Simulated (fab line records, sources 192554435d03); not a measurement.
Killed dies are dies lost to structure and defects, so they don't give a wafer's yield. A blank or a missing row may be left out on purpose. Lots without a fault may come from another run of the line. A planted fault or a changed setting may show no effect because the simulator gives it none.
fab line records | flow n5_finfet
record lots=6 wafers=18 last_day=19
route steps=1938 shown BEOL_M7@1281 PASSIVATION@1936
lots that met no fault: from a run of the same line without faults
start_h: hours from the record's first day to the start of the lot's first wafer shown | wait_h: hours since the lot's step before | " the same as in the row above | L1.1+2: a row that stands for several wafers | - no value, or no start given | * or withheld: withheld | < > ~ a bound
route shown NAME@n: a module of which the file shows steps, and the number in the route of the first | usual: mean/standard deviation of fault-free wafers | same: alike in all rows | chamber/n: place in a boat | sites: the reading at each site | _std_site: their standard deviation | _edge_site: outer sites' mean less inner sites' | radius_mm: how far each site lies from the wafer's centre | mask NAME#n: copy n | behind: the tool/chamber that last shaped the wafer | hold: why the lot was held/for how many hours/how that ended | device: the transistor (n, p or np) that didn't switch | end of line: the same wafers' tests at the end of the route | a step without rows: its recipe alone | killed: dies lost to structure and defects at the first sort, not the wafer's yield | map: a wafer's dies, x killed, . not, _ none there
set.NAME: the setting as run; set.NAME@STEP: as run at that earlier step | model.NAME: the simulator's own value behind a step, which no gauge read
lots at some steps of the route; a table a step, a row a wafer
services: from which hour (start_h, from the record's first day; less than 0 if before it) a tool's chamber was out of use, for how many hours, and why
## steps
# step N5_BEOL_M7_ETCH_62
# recipe chemistry=N2/H2 target=SOC target_depth_a=1100 overetch_a=220 mask_material=SiARC temp_c=40 time_s=165 ion_energy_ev=200 pressure_mtorr=30 source_w=840 bias_w=150 n2_flow_sccm=200 h2_flow_sccm=200
# usual drypump_motor_current_A=5.5/0.39 oes_product_au=0.67/0.084 rf_vpp_V=523.4/2.9 showerhead_plenum_p_Torr=2.53/0.11 throttle_valve_pct=17.83/0.25
# columns lot.wafer tool chamber start_h wait_h drypump_motor_current_A oes_product_au rf_hours_counter_h rf_vpp_V showerhead_plenum_p_Torr throttle_valve_pct
L484.1 rie_diel-06 0 269.40 0.0 4.9 0.71 47 522.8 2.48 17.59
L484.2 " 3 " " 5.4 0.61 193 519.0 2.42 18.13
L484.3 " 1 " " 5.7 0.61 220 521.1 2.40 17.67
L483.1 rie_diel-04 2 334.26 0.0 5.2 0.60 211 526.0 2.64 18.16
L483.2 " 0 " " 5.8 0.72 65 521.1 2.48 17.63
L483.5 " 3 " " 5.7 0.83 - 521.6 2.50 17.64
L498.1 rie_diel-04 0 357.97 0.0 5.8 0.72 72 522.4 2.48 17.65
L498.3 " 1 " " 6.3 0.75 26 526.6 2.71 17.76
L498.4 " 2 " " 5.2 0.59 219 527.0 2.64 18.14
L499.3 rie_diel-04 1 365.47 0.0 6.3 0.75 29 527.1 2.71 17.76
L499.5 " 1 " " 6.3 0.75 - 526.4 2.71 17.78
L499.6 " 2 " " 5.3 0.59 - 524.8 2.64 18.18
L501.2 rie_diel-04 3 365.73 0.0 5.7 0.79 12 522.1 2.49 17.67
L501.5 " 3 " " 5.6 0.78 - 521.5 2.49 17.66
L501.6 " 0 " " 5.8 0.71 - 520.8 2.48 17.65
L500.1 rie_diel-06 3 366.67 0.0 5.4 0.59 228 520.7 2.41 18.20
L500.3 " 2 " " 5.2 0.81 5 525.7 2.62 17.60
L500.5 " 3 " " 5.4 0.59 - 519.5 2.41 18.19
# step N5_BEOL_M7_STRIP_68
# recipe chemistry=N2/H2 temp_c=40 n2_flow_sccm=200 h2_flow_sccm=200 rf_frequency_hz=6e+07
# step N5_BEOL_M7_STRIP_67
# recipe chemistry=CF4 resist=SiARC power_w=300 bias_power_w=75 pressure_mtorr=50 cf4_flow_sccm=150 rf_frequency_hz=6e+07
# usual drypump_motor_current_A=5.5/0.38 oes_product_au=0.80/0.098 rf_vpp_V=270.9/1.8 showerhead_plenum_p_Torr=1.78/0.066 throttle_valve_pct=13.52/0.28
# columns lot.wafer tool chamber start_h wait_h drypump_motor_current_A oes_product_au rf_hours_counter_h rf_vpp_V showerhead_plenum_p_Torr throttle_valve_pct
L484.1 rie_diel-06 0 269.55 0.0 4.9 0.85 47 269.1 1.74 13.24
L484.2 " 3 " " 5.4 0.72 193 268.0 1.71 13.93
L484.3 " 1 " " 5.6 0.72 220 269.1 1.71 13.62
L483.1 rie_diel-04 2 334.41 0.0 5.2 0.71 212 274.4 1.83 13.74
L483.2 " 0 " " 5.7 0.85 65 270.9 1.75 13.33
L483.5 " 3 " " 5.6 0.97 - 269.5 1.75 13.27
L498.1 rie_diel-04 0 358.11 0.0 5.8 0.84 72 270.4 1.75 13.32
L498.3 " 1 " " 6.3 0.89 26 272.6 1.89 13.28
L498.4 " 2 " " 5.2 0.70 219 272.6 1.83 13.75
L499.3 rie_diel-04 1 365.62 0.0 6.3 0.88 29 273.3 1.89 13.30
L499.5 " 1 " " 6.3 0.88 - 272.3 1.89 13.30
L499.6 " 2 " " 5.2 0.70 - 271.6 1.83 13.75
L501.2 rie_diel-04 3 365.88 0.0 5.6 0.94 12 270.4 1.75 13.28
L501.5 " 3 " " 5.7 0.93 - 270.0 1.75 13.30
L501.6 " 0 " " 5.8 0.84 - 271.4 1.75 13.34
L500.1 rie_diel-06 3 366.82 0.0 5.3 0.70 228 268.6 1.70 14.00
L500.3 " 2 " " 5.2 0.96 5 270.6 1.83 13.24
L500.5 " 3 " " 5.3 0.70 - 270.0 1.70 14.00
# step N5_BEOL_M7_HM_OPEN_17
# recipe chemistry=Cl2/BCl3 target_depth_a=200 overetch_a=60 target=TiN mask_material=SOC ion_energy_ev=150 pressure_mtorr=10 icp_w=1000 bias_w=126 Cl2_flow_sccm=53.25 bcl3_flow_sccm=21.75 Ar_flow_sccm=25
# usual drypump_motor_current_A=5.8/0.43 oes_ar_750_au=0.80/0.059 oes_product_au=0.69/0.049 throttle_valve_pct=22.15/0.26
# columns lot.wafer tool chamber start_h wait_h drypump_motor_current_A oes_ar_750_au oes_product_au rf_hours_counter_h throttle_valve_pct
L484.1 rie_metal-02 1 269.59 0.0 5.0 0.80 0.71 19 21.76
L484.2 " 0 " " 5.9 0.82 0.70 25 22.28
L484.3 " 0 " " 5.9 0.82 0.70 - 22.27
L483.1 rie_metal-03 1 334.45 0.0 6.0 0.97 0.83 1 22.18
L483.2 " 0 " " 6.3 0.81 0.70 34 22.13
L483.5 " 0 " " 6.3 0.81 0.69 - 22.14
L498.1 rie_metal-01 0 358.15 0.0 5.9 0.74 0.63 54 22.04
L498.3 " 1 " " 6.0 0.73 0.62 - 22.64
L498.4 " 0 " " 5.9 0.74 0.63 - 22.04
L499.3 rie_metal-03 0 365.69 0.1 6.3 0.81 0.69 - 22.15
L499.5 " 1 " " 6.0 0.93 0.80 - 22.21
L499.6 " 0 " " 6.3 0.80 0.68 - 22.16
L501.2 rie_metal-02 0 365.92 0.0 5.9 0.80 0.69 31 22.28
L501.5 " 0 " " 5.9 0.80 0.69 - 22.26
L501.6 " 1 " " 5.0 0.78 0.69 - 21.76
L500.1 rie_metal-02 1 366.86 0.0 5.0 0.77 0.69 26 21.76
L500.3 " 1 " " 5.0 0.78 0.69 - 21.78
L500.5 " 1 " " 5.0 0.78 0.69 - 21.77
# step N5_BEOL_M7_STRIP_19
# recipe chemistry=O2 power_w=400 temp_c=40 pressure_mtorr=30 rf_frequency_hz=6e+07 bias_power_w=0 overash_fraction=0.2 o2_flow_sccm=225
# usual drypump_motor_current_A=5.5/0.39 oes_product_au=0.79/0.1 rf_vpp_V=3.7/0.61 showerhead_plenum_p_Torr=2.10/0.084 throttle_valve_pct=16.69/0.25
# columns lot.wafer tool chamber start_h wait_h drypump_motor_current_A oes_product_au rf_hours_counter_h rf_vpp_V showerhead_plenum_p_Torr throttle_valve_pct
L484.1 rie_diel-06 0 269.74 0.1 4.9 0.84 48 3.9 2.06 16.51
L484.2 " 1 " " 5.7 0.72 220 4.3 1.99 16.64
L484.3 " 2 " " 5.2 0.71 230 3.7 2.17 16.84
L483.1 rie_diel-06 0 334.66 0.2 4.9 0.80 71 3.6 2.05 16.53
L483.2 " 1 " " 5.6 0.70 244 2.6 1.98 16.70
L483.5 " 0 " " 4.9 0.81 - 3.2 2.05 16.56
L498.1 rie_diel-04 1 358.26 0.1 6.3 0.90 26 3.2 2.23 16.44
L498.3 " 3 " " 5.6 0.94 10 4.3 2.05 16.45
L498.4 " 2 " " 5.2 0.69 219 4.4 2.17 16.91
L499.3 rie_diel-04 0 366.26 0.5 5.8 0.84 74 3.3 2.06 16.54
L499.5 " 0 " " 5.8 0.84 - 3.6 2.06 16.55
L499.6 " 3 " " 5.6 0.93 - 4.5 2.05 16.45
L501.2 rie_diel-04 0 366.30 0.3 5.8 0.85 75 2.2 2.06 16.55
L501.5 " 3 " " 5.6 0.93 - 3.3 2.05 16.47
L501.6 " 0 " " 5.8 0.85 - 4.3 2.06 16.55
L500.1 rie_diel-04 2 366.97 0.1 5.2 0.69 222 4.0 2.17 16.93
L500.3 " 3 " " 5.7 0.92 13 4.6 2.05 16.44
L500.5 " 1 " " 6.2 0.89 - 3.1 2.23 16.46
# step N5_BEOL_M7_CD_MEAS_18
# recipe pitch_nm=80 target_cd_nm=40
# usual cd_nm=40.4/0.64
# columns lot.wafer tool chamber start_h wait_h cd_nm
L484.1 cd_sem-01 - 269.81 0.0 39.8
L484.2 " - " " 40.6
L484.3 " - " " 40.8
L483.1 cd_sem-02 - 334.73 0.0 41.4
L483.2 " - " " 41.6
L483.5 " - " " 40.6
L498.1 cd_sem-03 - 358.33 0.0 39.7
L498.3 " - " " 40.5
L498.4 " - " " 39.2
L499.3 cd_sem-01 - 366.33 0.1 40.8
L499.5 " - " " 41.6
L499.6 " - " " 39.4
L501.2 cd_sem-03 - 366.37 0.1 40.5
L501.5 " - " " 41.3
L501.6 " - " " 40.3
L500.1 cd_sem-01 - 367.04 0.0 40.5
L500.3 " - " " 40.0
L500.5 " - " " 40.5
# step N5_BEOL_M7_COAT_63
# recipe resist=SOC temp_c=250 time_s=60 spin_rpm=1500 resist_thk_nm=60
# step N5_BEOL_M7_COAT_64
# recipe resist=SiARC temp_c=220 time_s=60 spin_rpm=1500 resist_thk_nm=12
# step N5_BEOL_M7_COAT_71
# recipe resist=underlayer temp_c=205 time_s=60 spin_rpm=1500 resist_thk_nm=5
# step N5_BEOL_M7_COAT_22
# recipe resist=CAR-EUV spin_rpm=1500 resist_thk_nm=30
# step N5_BEOL_M7_EBR_24
# recipe solvent=PGMEA ebr_width_mm=1.5
# step N5_BEOL_M7_SOFTBAKE_23
# recipe temp_c=110 time_s=60 resist=CAR-EUV
# step N5_BEOL_M7_EXPOSE_25
# recipe mask_id=V6 na=0.33 source_shape=annular sigma_inner=0.4 sigma_outer=0.8 polarization=unpolarized target_cd_nm=40 dose_mj=42.5
# usual focus_offset_nm=0.0/0.62
# same sigma_inner=0.4
# columns lot.wafer tool chamber start_h wait_h mask focus_offset_nm model.BEOL_M7.overlay_x_nm
L484.1 euv_scanner-02 0 271.21 - V6#0 0.2 -0.4
L484.2 " 0 " " V6#0 -0.6 -0.4
L484.3 " 0 " " V6#0 0.4 -0.4
L483.1 euv_scanner-01 0 335.02 - V6#0 -0.6 0.2
L483.2 " 0 " " V6#0 0.3 0.2
L483.5 " 0 " " V6#0 -0.3 0.2
L498.1 euv_scanner-02 0 358.73 - V6#0 0.1 8.2
L498.3 " 0 " " V6#0 0.7 8.2
L498.4 " 0 " " V6#0 -0.6 8.2
L499.3 euv_scanner-02 0 366.64 - V6#0 0.7 8.8
L499.5 " 0 " " V6#0 0.7 8.8
L499.6 " 0 " " V6#0 -0.1 8.8
L501.2 euv_scanner-01 0 368.67 - V6#0 0.6 0.6
L501.5 " 0 " " V6#0 0.1 0.6
L501.6 " 0 " " V6#0 0.5 0.6
L500.1 euv_scanner-01 0 368.71 - V6#0 0.4 0.6
L500.3 " 0 " " V6#0 0.1 0.6
L500.5 " 0 " " V6#0 -0.3 0.6
# step N5_BEOL_M7_PEB_26
# recipe peb_temp_c=100 peb_time_s=60 resist=CAR-EUV
# step N5_BEOL_M7_DEVELOP_27
# recipe develop_time_s=30 developer=TMAH resist=CAR-EUV rinse_liquid=surfactant_rinse dry=air_spin dev_temp_c=23
# step N5_BEOL_M7_CD_MEAS_28
# recipe target_cd_nm=40 landing_energy_ev=500 detector=se_inlens
# usual cd_nm=40.04/0.23
# columns lot.wafer tool chamber start_h wait_h cd_nm
L484.1 cd_sem-03 0 271.34 - 40.26
L484.2 " 0 " " 40.18
L484.3 " 0 " " 40.17
L483.1 cd_sem-02 0 335.16 - 39.60
L483.2 " 0 " " 39.53
L483.5 " 0 " " 40.51
L498.1 cd_sem-01 0 358.86 - 39.71
L498.3 " 0 " " 39.42
L498.4 " 0 " " 39.81
L499.3 cd_sem-01 0 366.77 - 39.73
L499.5 " 0 " " 40.44
L499.6 " 0 " " 40.32
L501.2 cd_sem-02 0 368.80 - 40.17
L501.5 " 0 " " 40.28
L501.6 " 0 " " 40.05
L500.1 cd_sem-01 0 368.84 - 40.02
L500.3 " 0 " " 40.09
L500.5 " 0 " " 39.70
# step N5_BEOL_M7_OVL_MEAS_29
# recipe points_per_wafer=522
# usual V6_OVL=-0.1/0.75
# columns lot.wafer tool chamber start_h wait_h V6_OVL[nm]
L484.1 overlay-01 0 271.37 0.0 0.3
L484.2 " 0 " " -0.1
L484.3 " 0 " " -0.8
L483.1 overlay-01 0 335.19 0.0 0.2
L483.2 " 0 " " -0.2
L483.5 " 0 " " 0.4
L498.1 overlay-02 0 358.89 0.0 8.4
L498.3 " 0 " " 7.6
L498.4 " 0 " " 8.6
L499.3 overlay-01 0 366.80 0.0 9.2
L499.5 " 0 " " 8.4
L499.6 " 0 " " 8.7
L501.2 overlay-01 0 368.83 0.0 0.0
L501.5 " 0 " " 2.0
L501.6 " 0 " " 0.4
L500.1 overlay-01 0 368.87 0.0 0.6
L500.3 " 0 " " 0.8
L500.5 " 0 " " 1.2
# step N5_BEOL_M7_INSPECT_30
# recipe mode=adi inspect_instrument=brightfield
# usual raw_defect_count=404/97
# columns lot.wafer tool chamber start_h wait_h raw_defect_count
L484.1 defect_inspect-01 - 271.43 0.1 373
L484.2 " - " " 391
L484.3 " - " " 506
L483.1 defect_inspect-02 - 335.25 0.1 328
L483.2 " - " " 291
L483.5 " - " " 279
L498.1 defect_inspect-02 - 358.95 0.1 507
L498.3 " - " " 314
L498.4 " - " " 319
L499.3 defect_inspect-02 - 366.85 0.0 541
L499.5 " - " " 301
L499.6 " - " " 450
L501.2 defect_inspect-02 - 368.89 0.0 333
L501.5 " - " " 396
L501.6 " - " " 415
L500.1 defect_inspect-02 - 368.93 0.1 415
L500.3 " - " " 376
L500.5 " - " " 450
# step N5_PASSIVATION_PROBE_49
# usual defect_limited_yield=90.9/1.4 killed_at_M0_to_M3=38/11 killed_at_M4_up=13/5.9 killed_at_contacts=14/6.4 killed_at_front_end=38/11 killed_at_other=3.3/2.5 killed_dies=107/16 killed_open=70/12 killed_short=35/7.7 sort_bin_5_function=5.3/0.94 sort_bin_6_memory=3.5/0.7 sort_n_pass=1073/16 sort_yield_pct=90.9/1.4
# same gross_dies=1180 killed_at_back_side=0 sort_bin_4_leakage[%]=0 sort_bin_8_speed[%]=0
# columns lot.wafer tool chamber start_h wait_h defect_limited_yield[%] killed_at_M0_to_M3 killed_at_M4_up killed_at_contacts killed_at_front_end killed_at_other killed_dies killed_open killed_short sort_bin_5_function[%] sort_bin_6_memory[%] sort_n_pass sort_yield_pct[%]
L483.1 prober-02 - 418.35 0.0 91.4 44 8 12 37 1 102 66 36 5.5 2.8 1078 91.4
L483.2 prober-02 - 418.40 0.1 92.2 47 12 12 18 3 92 50 41 4.9 2.5 1088 92.2
L483.5 prober-02 - 418.55 0.2 91.3 36 12 6 47 2 103 59 43 5.2 3.4 1077 91.3
# killed by level:class
L483.1 STI_FIN_REVEAL:geometric_particle:open=13 BEOL_M2:geometric_particle:open=13 MOL_CONTACT_COAG:geometric_particle:open=10 BEOL_M0_SAQP:geometric_particle:open=10 BEOL_M0_SAQP:geometric_particle:short=8 BEOL_M2:geometric_particle:short=7 FIN_SAQP:geometric_particle:short=6 BEOL_M5:geometric_particle:open=5
L483.2 BEOL_M2:geometric_particle:open=14 MOL_CONTACT_COAG:geometric_particle:open=10 BEOL_M2:geometric_particle:short=10 BEOL_M0_SAQP:geometric_particle:short=9 BEOL_M0_SAQP:geometric_particle:open=7 FIN_SAQP:geometric_particle:short=5 BEOL_M1:geometric_particle:open=5 BEOL_M5:geometric_particle:short=5
L483.5 FIN_SAQP:geometric_particle:short=8 GATE_CUT:geometric_particle:short=8 STI_FIN_REVEAL:geometric_particle:open=7 BEOL_M2:geometric_particle:open=7 BEOL_M1:geometric_particle:open=6 BEOL_M3:geometric_particle:open=6 ILD0:geometric_particle:short=5 BEOL_M0_SAQP:geometric_particle:open=5
## services
# columns tool chamber start_h hours kind
euv_scanner-01 - 246.87 1.0 pm
rie_diel-04 1 265.95 - clean
rie_diel-04 1 265.95 - consumable_replace:focus_ring
rie_diel-04 1 265.95 - consumable_replace:showerhead
rie_diel-04 1 265.95 20.5 scheduled_down
rie_diel-04 1 265.95 20.5 vent_cycle
euv_scanner-02 - 266.47 1.0 pm
rie_diel-04 3 294.15 6.5 repair
rie_diel-04 3 300.66 - clean
rie_diel-04 3 300.66 - consumable_replace:focus_ring
rie_diel-04 3 300.66 27.3 scheduled_down
rie_diel-04 3 300.66 27.3 vent_cycle
euv_scanner-01 - 303.02 1.0 pm
rie_metal-03 1 315.00 14.0 repair
euv_scanner-02 - 322.62 1.0 pm
rie_diel-06 3 331.95 2.6 repair
euv_scanner-01 - 335.87 0.5 repair
rie_diel-04 - 336.59 4.8 repair
rie_diel-06 - 338.02 0.6 repair
rie_metal-02 0 341.95 3.6 repair
rie_diel-06 0 347.58 3.7 repair
rie_diel-06 - 354.64 4.3 pm
euv_scanner-01 - 359.17 1.0 pm
euv_scanner-02 - 367.31 4.6 pm
## key
first_sign step=N5_BEOL_M7_OVL_MEAS_29 reading=V6_OVL direction=up sigmas=12 usual=-0.1 struck=8.5
effect none on later readings
model_effect step=N5_BEOL_M7_EXPOSE_25 value=BEOL_M7.overlay_x_nm without=-0.2 struck=8.5
met_at N5_BEOL_M7_EXPOSE_25
struck_wafers L498.1,L498.3,L498.4,L499.3,L499.5,L499.6
onset_between 271.21 358.73
fault kind=scanner_matching_overlay tool=euv_scanner-02 chamber=- onset_h=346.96 steps=N5_BEOL_M7_EXPOSE_25 offset=8.7059
